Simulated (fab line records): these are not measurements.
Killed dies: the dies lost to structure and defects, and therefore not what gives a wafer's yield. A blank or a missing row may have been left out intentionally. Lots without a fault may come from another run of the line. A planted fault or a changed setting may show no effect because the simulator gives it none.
A struck lot beside a sound one | flow n5_finfet | 16 steps out of a route of 1938
Sound: these wafers, L906.3, L906.4, L906.6. Struck: wafers L912.3, L912.4, L912.6. Last of all comes the cause.
For every step that has rows: the tool of each side, followed by ch and its chambers, followed by its first start. Under that, the readings that differ: sound wafers | struck wafers | difference of the means | sigmas: that difference in standard deviations of wafers without a fault.
alike: same words and numbers on both sides, and readings whose means sit less than 2 such deviations apart. not compared: any withheld reading, any reading some wafer has no value for, any bound like >300 that may hide the same value, and any number with overlapping values for which the record gives no deviation.
A row with sigmas, a row that says differs or no value, or rows on one side alone: a step with any of these is where the two part. Non-overlapping numbers with no deviation appear without sigmas and do not part them. A reading missing from all wafers of one side parts the sides only when that side holds two or more wafers.

N5_BEOL_M0_PRE_CLEAN_131: time 15 s.
  sound on cvd_co-02 ch 1,2, day 6 20:58; struck on cvd_co-01 ch 1,2, day 8 04:25
  alike: heater_power_w
  not compared: since_wet_clean_h
then, 2 steps without rows for these wafers: N5_BEOL_M0_CO_CAP_123 (material Co, precursor CCTBA/H2, target thk 2 nm, time 102.1 s); N5_BEOL_M0_PRE_CLEAN_124 (time 15 s).
N5_BEOL_M0_DEP_125: deposits SiCN from 3MS/NH3, target thk 8 nm, time 14 s.
  sound on pecvd-02 ch 0,1,2, day 6 21:07; struck on pecvd-02 ch 0,1,2, day 8 04:34
  alike: showerhead_plenum_p_Torr, throttle_valve_pct
  not compared: since_wet_clean_h
N5_BEOL_M0_RS_MEAS_126: measurement is done with a four-point probe.
  sound on film_metro-01 at day 6 21:11; struck on film_metro-01 at day 8 04:38
  alike: M0_RS
N5_BEOL_M0_INSPECT_127: inspects for defects (darkfield).
  sound on defect_inspect-01 at day 6 21:13; struck on defect_inspect-01 at day 8 04:40
  alike: raw_defect_count
N5_BEOL_M1_ILD_DEP_00: deposits SiOC from DEMS/O2, target thk 79 nm, time 15.3 s.
  sound on pecvd-03 ch 0,1,2, day 6 21:15; struck on pecvd-01 ch 0,1,2, day 8 04:41
  alike: heater_power_w, showerhead_plenum_p_Torr, throttle_valve_pct
  not compared: since_wet_clean_h
N5_BEOL_M1_THK_MEAS_01:
  sound on film_metro-02 at day 6 21:19; struck on film_metro-01 at day 8 04:46
  alike: M1_ILD_THK
N5_BEOL_M1_PECVD_72: deposits SiO2 from TEOS/O2, target thk 16 nm, time 18 s.
  sound on pecvd-01 ch 0,2, day 6 21:21; struck on pecvd-02 ch 1,2, day 8 04:48
  reading            | sound       | struck      | difference | sigmas
  heater_power_w (W) | 563 586 651 | 801 819 768 | +196       | +2
  alike: showerhead_plenum_p_Torr, throttle_valve_pct
  not compared: since_wet_clean_h
N5_BEOL_M1_HM_DEP_02: deposits TiN, target thk 20 nm.
  sound on pvd_sputter-03 at day 6 23:32; struck on pvd_sputter-03 at day 8 08:31
  alike: throttle_valve_pct
then, 2 steps without rows for these wafers: N5_BEOL_M1_COAT_61 (time 60 s, resist thk 60 nm); N5_BEOL_M1_COAT_62 (time 60 s, resist thk 12 nm).
N5_BEOL_M1_COAT_73: time 60 s, resist thk 5 nm.
  sound on litho_track-02 ch 0, day 6 23:40; struck on litho_track-02 ch 0, day 8 08:38
  reading                  | sound                | struck               | difference | sigmas
  heater_power_total_W (W) | 390.0 390.3 393.9    | 404.7 403.0 403.0    | +12.2      | +9
  plate_temp_C (C)         | 205.26 204.87 205.09 | 209.49 209.53 209.24 | +4.35      | +29
then, 1 step without rows for these wafers: N5_BEOL_M1_COAT_05 (resist thk 30 nm).
N5_BEOL_M4_RC_MEAS_101:
  sound on prober-02 ch 0, day 8 13:31; struck on prober-01 ch 0, day 10 00:25
  alike: DIBL_N, DIBL_P, IOFF_N, IOFF_P, ION_N, ION_P, SS_N, SS_P, VT_N, VT_P
N5_PASSIVATION_PROBE_49:
  sound wafers here have rows in the record (prober-02, day 12 21:05); struck ones have none

WHERE THEY PART
Earliest at N5_BEOL_M1_PECVD_72; latest, in this record, at N5_PASSIVATION_PROBE_49.

WHY: whatever the simulator had introduced
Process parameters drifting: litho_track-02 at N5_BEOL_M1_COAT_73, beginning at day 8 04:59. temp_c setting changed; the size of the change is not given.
